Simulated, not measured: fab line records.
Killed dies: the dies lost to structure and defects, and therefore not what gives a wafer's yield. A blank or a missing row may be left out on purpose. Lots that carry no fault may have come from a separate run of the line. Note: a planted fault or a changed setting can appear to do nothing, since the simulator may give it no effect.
fab line records | flow nand-harc | part 1 of 2: steps 1 to 21 of 27
[record] lots = 5 wafers = 15 last-day = 34
route steps=1302 shown A_ONON_D1@449 A_CHANNEL_HOLE_D1@450
lots with no fault: from the same line, run without faults
start-h: hours from the record's first day to the start of the lot's first wafer shown | wait-h: hours elapsed since this lot's preceding step | " the same as in the row above | L1.1+2: several wafers, shown together as one row | - no value present, or no start provided | * or withheld: withheld | < > ~ a bound
route shown NAME@n: NAME is a module with steps in the file, n the number in the route of the first one | usual: mean and standard deviation over wafers with no fault | same: alike in all rows | chamber/n: place in a boat | sites: readings site by site | _std_site: standard deviation of those values | _edge_site: the outer-site mean with the inner-site mean subtracted | radius-mm: for every site, how far away it sits from the centre of the wafer | mask NAME#n: copy n | behind: the last tool/chamber to shape the wafer | hold: what put the lot on hold/how long, in hours/how the hold closed | device: names the non-switching transistor (n, p or np) | end of line: the tests these same wafers got at the end of their route | a step without rows: its recipe alone | killed: at the first sort, the dies lost to defects and structure; wafer yield is something else | map: per-die view of a wafer (x killed, . not killed, _ where there is no die)
set.NAME: the run value of the setting; set.NAME@STEP: its run value at that earlier step | model.NAME: the simulator's own value behind a step, which no gauge read
lots at selected steps of the route; one table per step, one row per wafer
services: from which hour (start-h, from the record's first day; less than 0 if before it) a tool's chamber was out of use, for how many hours, and why
[[steps]]
[step NHARC_A_ONON_D1_INSPECT_32]
[usual] raw-defect-count = 66/22
// columns lot.wafer tool chamber start-h wait-h raw-defect-count
L076.1 defect-inspect-02 - 200.72 0.0 74
L076.4 " - " " 114
L076.6 " - " " 64
L083.2 defect-inspect-02 - 265.32 0.0 49
L083.5 " - " " 54
L083.6 " - " " 84
L092.1 defect-inspect-02 - 349.61 0.0 66
L092.2 " - " " 90
L092.4 " - " " 95
L093.2 defect-inspect-02 - 366.59 0.0 32
L093.4 " - " " 38
L093.5 " - " " 27
L097.1 defect-inspect-01 - 412.25 0.0 62
L097.3 " - " " 72
L097.5 " - " " 56
[step NHARC_A_CHANNEL_HOLE_D1_DEP_00]
[recipe] target-thk-a = 31000 temp-c = 400 material = aC
[usual] throttle-valve-pct = 35.001/0.0089
// columns lot.wafer tool chamber start-h wait-h throttle-valve-pct
L076.1 acl-dep-01 0 207.04 6.3 34.999
L076.4 " 0 " " 35.005
L076.6 " 0 " " 34.998
L083.2 acl-dep-02 0 265.87 0.6 34.998
L083.5 " 0 " " 35.001
L083.6 " 0 " " 35.012
L092.1 acl-dep-01 0 349.67 0.1 35.004
L092.2 " 0 " " 34.978
L092.4 " 0 " " 35.003
L093.2 acl-dep-03 0 366.98 0.4 34.995
L093.4 " 0 " " 35.007
L093.5 " 0 " " 35.008
L097.1 acl-dep-02 0 414.00 1.7 35.008
L097.3 " 0 " " 34.978
L097.5 " 0 " " 35.000
[step NHARC_A_CHANNEL_HOLE_D1_DEP_01]
[recipe] target-thk-a = 1400 target-thk-nm = 140 temp-c = 400 pressure-torr = 3.5 flow-sccm = 200 rf-w = 350 material = SiON
[usual] heater-power-w = 717/120
// columns lot.wafer tool chamber start-h wait-h heater-power-w
L076.1 pecvd-04 2 209.00 1.7 659
L076.6 " 0 " " 674
L076.4 " 1 " " 710
L083.2 pecvd-01 2 267.50 1.3 873
L083.6 " 2 " " 864
L083.5 " 0 " " 856
L092.1 pecvd-03 0 351.64 1.6 504
L092.2 " 1 " " 894
L092.4 " 1 " " 720
L093.2 pecvd-01 0 368.62 1.3 727
L093.5 " 0 " " 770
L093.4 " 1 " " 850
L097.1 pecvd-01 0 415.92 1.6 781
L097.3 " 1 " " 836
L097.5 " 2 " " 712
[step NHARC_A_CHANNEL_HOLE_D1_DEHYDRATE_02]
[recipe] temp-c = 150 time-s = 120
[usual] chill-plate-temp-C = 23.00/0.12
// columns lot.wafer tool chamber start-h wait-h chill-plate-temp-C
L076.1 litho-track-01 0 209.21 0.2 23.00
L076.4 " 0 " " 22.91
L076.6 " 0 " " 22.80
L083.2 litho-track-06 0 267.74 0.2 22.78
L083.5 " 0 " " 22.87
L083.6 " 0 " " 22.91
L092.1 litho-track-04 0 351.88 0.2 22.92
L092.2 " 0 " " 23.01
L092.4 " 0 " " 22.74
L093.2 litho-track-06 0 368.86 0.2 23.23
L093.4 " 0 " " 23.14
L093.5 " 0 " " 23.17
L097.1 litho-track-04 0 416.19 0.2 23.03
L097.3 " 0 " " 23.05
L097.5 " 0 " " 23.01
[step NHARC_A_CHANNEL_HOLE_D1_HMDS_03]
[recipe] time-s = 30
[usual] chill-plate-temp-C = 22.99/0.1
// columns lot.wafer tool chamber start-h wait-h chill-plate-temp-C
L076.1 litho-track-01 0 - - 23.16
L076.4 " 0 " " 22.99
L076.6 " 0 " " 23.02
L083.2 litho-track-06 0 - - 22.94
L083.5 " 0 " " 23.09
L083.6 " 0 " " 23.05
L092.1 litho-track-04 0 - - 23.11
L092.2 " 0 " " 23.03
L092.4 " 0 " " 23.10
L093.2 litho-track-06 0 - - 23.06
L093.4 " 0 " " 23.10
L093.5 " 0 " " 23.04
L097.1 litho-track-04 0 - - 23.05
L097.3 " 0 " " 22.85
L097.5 " 0 " " 23.00
[step NHARC_A_CHANNEL_HOLE_D1_COAT_36]
[recipe] temp-c = 260 time-s = 75
[usual] chill-plate-temp-C = 23.01/0.12
// columns lot.wafer tool chamber start-h wait-h chill-plate-temp-C
L076.1 litho-track-01 0 - - 23.35
L076.4 " 0 " " 23.22
L076.6 " 0 " " 23.33
L083.2 litho-track-06 0 - - 22.92
L083.5 " 0 " " 23.04
L083.6 " 0 " " 23.00
L092.1 litho-track-04 0 - - 22.97
L092.2 " 0 " " 23.01
L092.4 " 0 " " 23.00
L093.2 litho-track-06 0 - - 22.90
L093.4 " 0 " " 23.09
L093.5 " 0 " " 23.10
L097.1 litho-track-04 0 - - 23.03
L097.3 " 0 " " 22.99
L097.5 " 0 " " 22.80
[step NHARC_A_CHANNEL_HOLE_D1_COAT_37]
[recipe] temp-c = 225 time-s = 65
[usual] chill-plate-temp-C = 23.00/0.095
// columns lot.wafer tool chamber start-h wait-h chill-plate-temp-C
L076.1 litho-track-01 0 - - 22.96
L076.4 " 0 " " 22.99
L076.6 " 0 " " 22.82
L083.2 litho-track-06 0 - - 23.04
L083.5 " 0 " " 23.06
L083.6 " 0 " " 23.08
L092.1 litho-track-04 0 - - 22.92
L092.2 " 0 " " 23.02
L092.4 " 0 " " 23.23
L093.2 litho-track-06 0 - - 23.03
L093.4 " 0 " " 23.05
L093.5 " 0 " " 23.07
L097.1 litho-track-04 0 - - 22.95
L097.3 " 0 " " 23.01
L097.5 " 0 " " 22.97
[step NHARC_A_CHANNEL_HOLE_D1_COAT_04]
[recipe] spin-rpm = 1500 resist-thk-nm = 90
[usual] chill-plate-temp-C = 23.01/0.12 dispense-pressure-kPa = 48.9/1.9
// columns lot.wafer tool chamber start-h wait-h chill-plate-temp-C dispense-pressure-kPa
L076.1 litho-track-01 0 - - 22.99 51.1
L076.4 " 0 " " 23.11 51.1
L076.6 " 0 " " 23.04 51.1
L083.2 litho-track-06 0 - - 22.90 46.5
L083.5 " 0 " " 22.82 46.5
L083.6 " 0 " " 23.09 46.5
L092.1 litho-track-04 0 - - 23.07 49.0
L092.2 " 0 " " 22.87 49.0
L092.4 " 0 " " 22.99 49.0
L093.2 litho-track-06 0 - - 23.13 46.6
L093.4 " 0 " " 22.97 46.5
L093.5 " 0 " " 23.15 46.5
L097.1 litho-track-04 0 - - 23.20 49.0
L097.3 " 0 " " 22.91 49.0
L097.5 " 0 " " 23.02 49.1
[step NHARC_A_CHANNEL_HOLE_D1_SOFTBAKE_05]
[recipe] temp-c = 105 time-s = 55
[usual] chill-plate-temp-C = 23.02/0.096
// columns lot.wafer tool chamber start-h wait-h chill-plate-temp-C
L076.1 litho-track-01 0 - - 23.23
L076.4 " 0 " " 23.19
L076.6 " 0 " " 23.21
L083.2 litho-track-06 0 - - 23.05
L083.5 " 0 " " 22.89
L083.6 " 0 " " 22.97
L092.1 litho-track-04 0 - - 23.12
L092.2 " 0 " " 23.05
L092.4 " 0 " " 23.11
L093.2 litho-track-06 0 - - 23.02
L093.4 " 0 " " 23.16
L093.5 " 0 " " 23.09
L097.1 litho-track-04 0 - - 22.98
L097.3 " 0 " " 22.73
L097.5 " 0 " " 22.97
[step NHARC_A_CHANNEL_HOLE_D1_EBR_06]
[usual] chill-plate-temp-C = 23.00/0.11
// columns lot.wafer tool chamber start-h wait-h chill-plate-temp-C
L076.1 litho-track-01 0 - - 23.07
L076.4 " 0 " " 22.98
L076.6 " 0 " " 23.20
L083.2 litho-track-06 0 - - 23.03
L083.5 " 0 " " 22.97
L083.6 " 0 " " 22.90
L092.1 litho-track-04 0 - - 23.01
L092.2 " 0 " " 22.93
L092.4 " 0 " " 22.91
L093.2 litho-track-06 0 - - 22.87
L093.4 " 0 " " 22.81
L093.5 " 0 " " 22.87
L097.1 litho-track-04 0 - - 22.92
L097.3 " 0 " " 22.95
L097.5 " 0 " " 23.03
[step NHARC_A_CHANNEL_HOLE_D1_EXPOSE_07]
[recipe] na = 1.35 target-cd-nm = 100 sigma-outer = 0.3 dose-mj = 59.65 mask-id = HOLE_D1
// columns lot.wafer tool chamber start-h wait-h mask
L076.1+4+6 arfi-scanner-03 0 209.52 - HOLE_D1#0
L083.2+5+6 arfi-scanner-03 0 268.05 - HOLE_D1#0
L092.1+2+4 arfi-scanner-01 0 352.07 - HOLE_D1#0
L093.2+4+5 arfi-scanner-01 0 369.05 - HOLE_D1#0
L097.1+3+5 arfi-scanner-02 0 416.38 - HOLE_D1#0
[step NHARC_A_CHANNEL_HOLE_D1_PEB_08]
[recipe] peb-temp-c = 100 peb-time-s = 65
[usual] chill-plate-temp-C = 22.98/0.11
// columns lot.wafer tool chamber start-h wait-h chill-plate-temp-C
L076.1 litho-track-01 0 209.58 0.1 22.92
L076.4 " 0 " " 22.92
L076.6 " 0 " " 22.90
L083.2 litho-track-01 0 268.11 0.1 22.98
L083.5 " 0 " " 22.78
L083.6 " 0 " " 22.92
L092.1 litho-track-06 0 352.13 0.1 23.03
L092.2 " 0 " " 23.15
L092.4 " 0 " " 23.03
L093.2 litho-track-01 0 369.11 0.1 22.90
L093.4 " 0 " " 23.00
L093.5 " 0 " " 22.89
L097.1 litho-track-04 0 416.44 0.1 23.06
L097.3 " 0 " " 22.83
L097.5 " 0 " " 22.96
[step NHARC_A_CHANNEL_HOLE_D1_DEVELOP_09]
[recipe] develop-time-s = 35 dev-temp-c = 23
[usual] chill-plate-temp-C = 22.99/0.11
// columns lot.wafer tool chamber start-h wait-h chill-plate-temp-C
L076.1 litho-track-01 0 - - 22.97
L076.4 " 0 " " 22.92
L076.6 " 0 " " 22.94
L083.2 litho-track-01 0 - - 23.01
L083.5 " 0 " " 22.95
L083.6 " 0 " " 22.92
L092.1 litho-track-06 0 - - 22.96
L092.2 " 0 " " 23.04
L092.4 " 0 " " 23.06
L093.2 litho-track-01 0 - - 23.04
L093.4 " 0 " " 23.00
L093.5 " 0 " " 23.11
L097.1 litho-track-04 0 - - 23.03
L097.3 " 0 " " 23.12
L097.5 " 0 " " 23.25
[step NHARC_A_CHANNEL_HOLE_D1_CD_MEAS_10]
[recipe] target-cd-nm = 100 landing-energy-ev = 500
[usual] cd-nm = 100.2/0.75
// columns lot.wafer tool chamber start-h wait-h cd-nm
L076.1 cd-sem-02 0 209.66 - 101.5
L076.4 " 0 " " 100.8
L076.6 " 0 " " 100.9
L083.2 cd-sem-03 0 268.19 - 100.2
L083.5 " 0 " " 99.7
L083.6 " 0 " " 100.4
L092.1 cd-sem-02 0 352.21 - 99.8
L092.2 " 0 " " 99.3
L092.4 " 0 " " 99.3
L093.2 cd-sem-01 0 369.19 - 99.9
L093.4 " 0 " " 99.3
L093.5 " 0 " " 100.2
L097.1 cd-sem-01 0 416.52 - 100.6
L097.3 " 0 " " 101.0
L097.5 " 0 " " 100.9
[step NHARC_A_CHANNEL_HOLE_D1_OVL_MEAS_11]
[usual] overlay-x-nm = -0.2/0.77 overlay-y-nm = -0.2/0.59
// columns lot.wafer tool chamber start-h wait-h overlay-x-nm overlay-y-nm
L076.1 overlay-02 - 209.76 - -0.1 -0.2
L076.4 " - " " 0.2 0.0
L076.6 " - " " -0.8 -0.3
L083.2 overlay-01 - 268.28 - 0.6 0.1
L083.5 " - " " 0.5 -0.1
L083.6 " - " " 0.5 -0.2
L092.1 overlay-02 - 352.29 - 0.5 -1.1
L092.2 " - " " 0.9 -1.2
L092.4 " - " " 0.2 -1.7
L093.2 overlay-02 - 369.27 - -1.1 -0.9
L093.4 " - " " -0.7 -0.1
L093.5 " - " " -0.8 -0.4
L097.1 overlay-02 - 416.60 - -0.1 0.3
L097.3 " - " " -0.1 -0.5
L097.5 " - " " 0.1 -0.4
[step NHARC_A_CHANNEL_HOLE_D1_INSPECT_12]
[usual] raw-defect-count = 5.3/2.8
// columns lot.wafer tool chamber start-h wait-h raw-defect-count
L076.1 defect-inspect-02 - 209.80 0.0 14
L076.4 " - " " 11
L076.6 " - " " 5
L083.2 defect-inspect-01 - 268.31 0.0 10
L083.5 " - " " 6
L083.6 " - " " 5
L092.1 defect-inspect-02 - 352.33 0.0 8
L092.2 " - " " 8
L092.4 " - " " 11
L093.2 defect-inspect-02 - 369.31 0.0 4
L093.4 " - " " 5
L093.5 " - " " 4
L097.1 defect-inspect-01 - 416.64 0.0 5
L097.3 " - " " 4
L097.5 " - " " 3
[step NHARC_A_CHANNEL_HOLE_D1_DESCUM_15]
[recipe] time-s = 3 o2-flow-sccm = 200 ar-flow-sccm = 0 bias-power-w = 0 chemistry = O2
[usual] drypump-motor-current-A = 5.5/0.45 oes-product-au = 0.994/0.012 rf-vpp-V = 57.9/0.93 showerhead-plenum-p-Torr = 1.94/0.065 throttle-valve-pct = 11.310/0.009
// columns lot.wafer tool chamber start-h wait-h drypump-motor-current-A oes-product-au rf-hours-counter-h rf-vpp-V showerhead-plenum-p-Torr throttle-valve-pct
L076.4 rie-diel-13 1 209.86 0.1 5.9 1.011 12 56.3 1.82 11.290
L076.1 " 3 " " 5.2 1.004 10 59.3 2.05 11.322
L076.6 " 1 " " 5.9 1.011 - 57.0 1.82 11.305
L083.2 rie-diel-10 3 268.39 0.1 5.7 0.976 2 58.4 1.92 11.326
L083.5 " 1 " " 5.4 0.984 - 57.0 1.97 11.298
L083.6 " 2 " " 4.7 0.983 - 57.9 1.87 11.316
L092.1 rie-diel-09 3 352.40 0.1 5.4 0.991 7 58.1 1.87 11.329
L092.4 " 0 " " 6.0 0.970 9 58.6 2.06 11.324
L092.2 " 1 " " 5.9 0.982 8 57.6 1.85 11.297
L093.4 rie-diel-10 2 369.38 0.1 4.7 0.988 10 57.4 1.86 11.314
L093.2 " 3 " " 5.7 1.005 10 58.5 1.92 11.310
L093.5 " 2 " " 4.7 0.988 - 57.8 1.86 11.305
L097.3 rie-diel-10 1 416.70 0.1 5.5 0.974 15 59.8 1.97 11.312
L097.1 " 2 " " 4.7 0.984 15 57.4 1.86 11.309
L097.5 " 2 " " 4.7 0.984 - 58.1 1.86 11.326
[step NHARC_A_CHANNEL_HOLE_D1_ETCH_38]
[recipe] target-depth-a = 390 over-etch-frac = 0.3 time-s = 65 ion-energy-ev = 80 cf4-flow-sccm = 150 ar-flow-sccm = 0 rf-w = 300 bias-w = 100 chemistry = CF4
[usual] drypump-motor-current-A = 5.4/0.46 oes-product-au = 0.997/0.012 rf-vpp-V = 151.6/1.1 showerhead-plenum-p-Torr = 1.79/0.056 throttle-valve-pct = 13.286/0.0093
// columns lot.wafer tool chamber start-h wait-h drypump-motor-current-A oes-product-au rf-hours-counter-h rf-vpp-V showerhead-plenum-p-Torr throttle-valve-pct
L076.4 rie-diel-13 3 209.96 0.1 5.2 0.997 10 152.7 1.89 13.267
L076.1 " 0 " " 5.6 1.006 10 152.9 1.78 13.280
L076.6 " 1 " " 5.9 1.011 - 150.5 1.69 13.281
L083.2 rie-diel-10 0 268.47 0.1 5.8 1.012 2 153.7 1.85 13.286
L083.5 " 3 " " 5.7 0.993 - 151.5 1.77 13.291
L083.6 " 0 " " 5.8 1.005 - 151.1 1.85 13.304
L092.4 rie-diel-09 2 352.48 0.1 6.2 1.003 6 152.3 1.83 13.284
L092.1 " 3 " " 5.3 1.000 7 151.0 1.73 13.298
L092.2 " 1 " " 5.9 1.002 8 149.4 1.71 13.269
L093.2 rie-diel-10 3 369.47 0.1 5.7 0.994 10 150.6 1.77 13.270
L093.4 " 0 " " 5.9 1.001 11 152.4 1.85 13.285
L093.5 " 2 " " 4.7 0.989 - 150.3 1.73 13.286
L097.1 rie-diel-10 2 416.79 0.1 4.7 0.998 15 150.0 1.72 13.287
L097.3 " 3 " " 5.7 1.005 13 152.2 1.77 13.290
L097.5 " 3 " " 5.7 1.001 - 151.6 1.77 13.294
[step NHARC_A_CHANNEL_HOLE_D1_ETCH_39]
[recipe] target-depth-a = 2600 over-etch-frac = 0.3 time-s = 325 ion-energy-ev = 200 n2-flow-sccm = 150 h2-flow-sccm = 150 ar-flow-sccm = 0 rf-w = 400 bias-w = 150 chemistry = N2/H2
[usual] drypump-motor-current-A = 5.5/0.45 h2-flow-sccm = 150.0/0.48 oes-product-au = 0.996/0.011 rf-vpp-V = 431.2/2.2 showerhead-plenum-p-Torr = 2.07/0.071 throttle-valve-pct = 14.170/0.0096
// columns lot.wafer tool chamber start-h wait-h drypump-motor-current-A h2-flow-sccm oes-product-au rf-hours-counter-h rf-vpp-V showerhead-plenum-p-Torr throttle-valve-pct
L076.4 rie-diel-13 1 - - 5.9 150.5 1.013 12 426.7 1.94 14.162
L076.1 " 3 " " 5.2 149.6 0.998 10 433.8 2.19 14.176
L076.6 " 1 " " 5.9 150.2 1.001 - 426.3 1.94 14.182
L083.2 rie-diel-10 2 - - 4.7 150.1 0.978 2 427.9 1.99 14.160
L083.5 " 3 " " 5.7 150.2 0.987 - 431.0 2.05 14.175
L083.6 " 0 " " 5.8 150.2 1.004 - 433.7 2.14 14.172
L092.1 rie-diel-09 1 - - 5.9 150.4 0.993 8 428.7 1.97 14.166
L092.2 " 2 " " 6.2 150.5 1.006 6 433.1 2.12 14.193
L092.4 " 3 " " 5.3 149.5 0.996 7 429.2 1.99 14.170
L093.2 rie-diel-10 2 - - 4.7 149.7 0.996 10 429.3 1.98 14.164
L093.4 " 0 " " 5.8 150.1 1.005 11 433.9 2.14 14.142
L093.5 " 2 " " 4.7 149.4 0.992 - 428.7 1.98 14.163
L097.1 rie-diel-10 2 - - 4.7 149.4 0.989 15 428.8 1.98 14.173
L097.3 " 3 " " 5.7 150.6 0.987 13 431.5 2.04 14.155
L097.5 " 2 " " 4.6 150.0 0.986 - 428.6 1.98 14.193
[step NHARC_A_CHANNEL_HOLE_D1_ETCH_34]
[recipe] target-depth-a = 1540 time-s = 77 cf4-flow-sccm = 100 chf3-flow-sccm = 30 ar-flow-sccm = 0 rf-w = 500 bias-w = 200 chemistry = CF4/CHF3
[usual] drypump-motor-current-A = 5.5/0.44 oes-product-au = 0.941/0.027 rf-vpp-V = 371.3/2 showerhead-plenum-p-Torr = 1.60/0.051 throttle-valve-pct = 16.803/0.0094
// columns lot.wafer tool chamber start-h wait-h drypump-motor-current-A oes-product-au rf-hours-counter-h rf-vpp-V showerhead-plenum-p-Torr throttle-valve-pct
L076.1 rie-diel-13 0 - - 5.6 0.978 10 371.7 1.59 16.792
L076.4 " 1 " " 5.8 0.978 12 366.2 1.50 16.808
L076.6 " 0 " " 5.6 0.982 - 371.6 1.59 16.807
L083.2 rie-diel-10 2 - - 4.7 0.941 2 368.1 1.54 16.824
L083.5 " 3 " " 5.7 0.954 - 369.8 1.58 16.814
L083.6 " 0 " " 5.8 0.983 - 371.7 1.65 16.805
L092.1 rie-diel-09 0 - - 6.0 0.969 9 374.9 1.68 16.813
L092.2 " 1 " " 5.9 0.979 8 371.3 1.52 16.802
L092.4 " 3 " " 5.3 0.964 7 369.6 1.54 16.797
L093.4 rie-diel-10 0 - - 5.8 0.925 11 374.9 1.65 16.815
L093.2 " 1 " " 5.4 0.905 10 371.9 1.62 16.794
L093.5 " 3 " " 5.7 0.921 - 371.1 1.58 16.820
L097.1 rie-diel-10 3 - - 5.7 0.917 14 370.4 1.57 16.790
L097.3 " 0 " " 5.8 0.925 15 373.1 1.65 16.803
L097.5 " 1 " " 5.4 0.908 - 372.1 1.62 16.786
[step NHARC_A_CHANNEL_HOLE_D1_ETCH_16]
[recipe] target-depth-a = 31000 over-etch-frac = 0.3 time-s = 806 ion-energy-ev = 150 o2-flow-sccm = 400 cos-flow-sccm = 20 ar-flow-sccm = 0 rf-w = 500 bias-w = 300 chemistry = O2/COS
[usual] cos-flow-sccm = 20.01/0.064 drypump-motor-current-A = 5.5/0.45 oes-product-au = 0.995/0.012 rf-vpp-V = 314.7/1.6 showerhead-plenum-p-Torr = 3.17/0.1 throttle-valve-pct = 28.330/0.0089
// columns lot.wafer tool chamber start-h wait-h cos-flow-sccm drypump-motor-current-A oes-product-au rf-hours-counter-h rf-vpp-V showerhead-plenum-p-Torr throttle-valve-pct
L076.4 rie-diel-13 3 - - 19.92 5.2 1.000 11 316.7 3.34 28.328
L076.1 " 1 " " 19.93 5.9 1.008 12 312.2 2.98 28.326
L076.6 " 3 " " 19.94 5.2 0.995 - 316.8 3.34 28.316
L083.2 rie-diel-10 1 - - 19.99 5.5 0.988 2 316.3 3.21 28.339
L083.6 " 3 " " 20.02 5.7 0.997 - 315.2 3.13 28.338
L083.5 " 0 " " 19.99 5.9 1.003 - 317.4 3.27 28.327
L092.1 rie-diel-09 0 - - 19.95 6.0 0.988 9 319.0 3.34 28.334
L092.4 " 1 " " 20.01 5.9 0.991 9 313.5 3.02 28.329
L092.2 " 2 " " 20.05 6.2 0.999 6 315.5 3.24 28.317
L093.4 rie-diel-10 0 - - 20.06 5.9 1.001 12 315.2 3.26 28.343
L093.2 " 1 " " 20.10 5.4 0.965 10 316.1 3.21 28.325
L093.5 " 1 " " 20.00 5.5 0.979 - 314.8 3.21 28.339
L097.3 rie-diel-10 0 - - 20.00 5.8 1.005 15 315.4 3.26 28.315
L097.1 " 2 " " 20.04 4.7 0.986 15 313.5 3.04 28.348
L097.5 " 0 " " 20.09 5.8 1.009 - 317.7 3.26 28.345
